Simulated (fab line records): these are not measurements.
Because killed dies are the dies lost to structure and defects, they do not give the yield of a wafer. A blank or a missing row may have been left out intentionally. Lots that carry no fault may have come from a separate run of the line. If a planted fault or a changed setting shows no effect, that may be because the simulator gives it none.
Chamber matching / flow nandHarc / cmp-03 running NHARC_P_CONTACT_CMP_01: 4 sister chambers
The step polishes SiO2, target thk 200 nm. 16 wafers are shown with their chamber, then 8 later ones without.

EACH WAFER AND ITS CHAMBER
wafer=L075.1; chamber=3; motorCurrentA (A)=11.0; slurryFilterDpKPa (kPa)=13.46
wafer=L075.2; chamber=0; motorCurrentA (A)=12.6; slurryFilterDpKPa (kPa)=13.53
wafer=L075.4; chamber=2; motorCurrentA (A)=10.0; slurryFilterDpKPa (kPa)=13.39
wafer=L076.1; chamber=0; motorCurrentA (A)=13.6; slurryFilterDpKPa (kPa)=13.35
wafer=L076.2; chamber=2; motorCurrentA (A)=10.0; slurryFilterDpKPa (kPa)=13.46
wafer=L076.6; chamber=3; motorCurrentA (A)=11.5; slurryFilterDpKPa (kPa)=13.91
wafer=L084.2; chamber=0; motorCurrentA (A)=11.6; slurryFilterDpKPa (kPa)=13.33
wafer=L084.3; chamber=1; motorCurrentA (A)=12.8; slurryFilterDpKPa (kPa)=13.58
wafer=L084.6; chamber=3; motorCurrentA (A)=10.6; slurryFilterDpKPa (kPa)=13.26
wafer=L089.3; chamber=3; motorCurrentA (A)=11.1; slurryFilterDpKPa (kPa)=13.43
wafer=L089.4; chamber=0; motorCurrentA (A)=12.7; slurryFilterDpKPa (kPa)=13.59
wafer=L089.5; chamber=3; motorCurrentA (A)=10.6; slurryFilterDpKPa (kPa)=13.58
wafer=L090.2; chamber=2; motorCurrentA (A)=10.1; slurryFilterDpKPa (kPa)=13.67
wafer=L090.3; chamber=0; motorCurrentA (A)=12.8; slurryFilterDpKPa (kPa)=13.54
wafer=L090.5; chamber=2; motorCurrentA (A)=10.3; slurryFilterDpKPa (kPa)=13.61
wafer=L093.2; chamber=3; motorCurrentA (A)=10.7; slurryFilterDpKPa (kPa)=13.34

SIGNATURES (means of the wafers above)
reading=motorCurrentA; chamber 0=12.660; chamber 1=12.800; chamber 2=10.100; chamber 3=10.917; scatter within a chamber=0.476
reading=slurryFilterDpKPa; chamber 0=13.4680; chamber 1=13.5800; chamber 2=13.5325; chamber 3=13.4967; scatter within a chamber=0.176
Rule: for each reading, subtract the chamber's mean from the wafer's reading, divide by that reading's scatter and square the result; add these up over the readings and take the root, which gives the wafer's distance from the chamber. The wafer belongs to the nearest chamber; if the next one is less than 2 further off, it can't be placed. The scatter: take each reading less its chamber's mean, square it, sum over the shown wafers, divide by the number of wafers less the number of chambers, and take the root.

WAFERS MISSING THEIR CHAMBER
wafer=L093.4; motorCurrentA (A)=11.8; slurryFilterDpKPa (kPa)=13.34
wafer=L093.6; motorCurrentA (A)=12.7; slurryFilterDpKPa (kPa)=13.49
wafer=L095.1; motorCurrentA (A)=11.2; slurryFilterDpKPa (kPa)=13.38
wafer=L095.2; motorCurrentA (A)=9.7; slurryFilterDpKPa (kPa)=13.44
wafer=L095.5; motorCurrentA (A)=12.2; slurryFilterDpKPa (kPa)=13.58
wafer=L096.1; motorCurrentA (A)=12.0; slurryFilterDpKPa (kPa)=13.24
wafer=L096.3; motorCurrentA (A)=10.4; slurryFilterDpKPa (kPa)=13.51
wafer=L096.5; motorCurrentA (A)=12.8; slurryFilterDpKPa (kPa)=13.35

WHICH CHAMBER EACH WENT THROUGH
wafer=L093.4; from the rows above=can't be placed: 0 or 3 or 1 or 2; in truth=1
wafer=L093.6; from the rows above=can't be placed: 0 or 1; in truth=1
wafer=L095.1; from the rows above=can't be placed: 3 or 2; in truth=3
wafer=L095.2; from the rows above=can't be placed: 2 or 3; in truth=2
wafer=L095.5; from the rows above=can't be placed: 0 or 1 or 3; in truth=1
wafer=L096.1; from the rows above=can't be placed: 0 or 1 or 3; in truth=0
wafer=L096.3; from the rows above=can't be placed: 2 or 3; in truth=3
wafer=L096.5; from the rows above=can't be placed: 0 or 1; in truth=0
Correctly placed: 0 of 8. From these rows, 8 cannot be placed; in 8 the true chamber is one of the candidates. 0 placed wrongly.
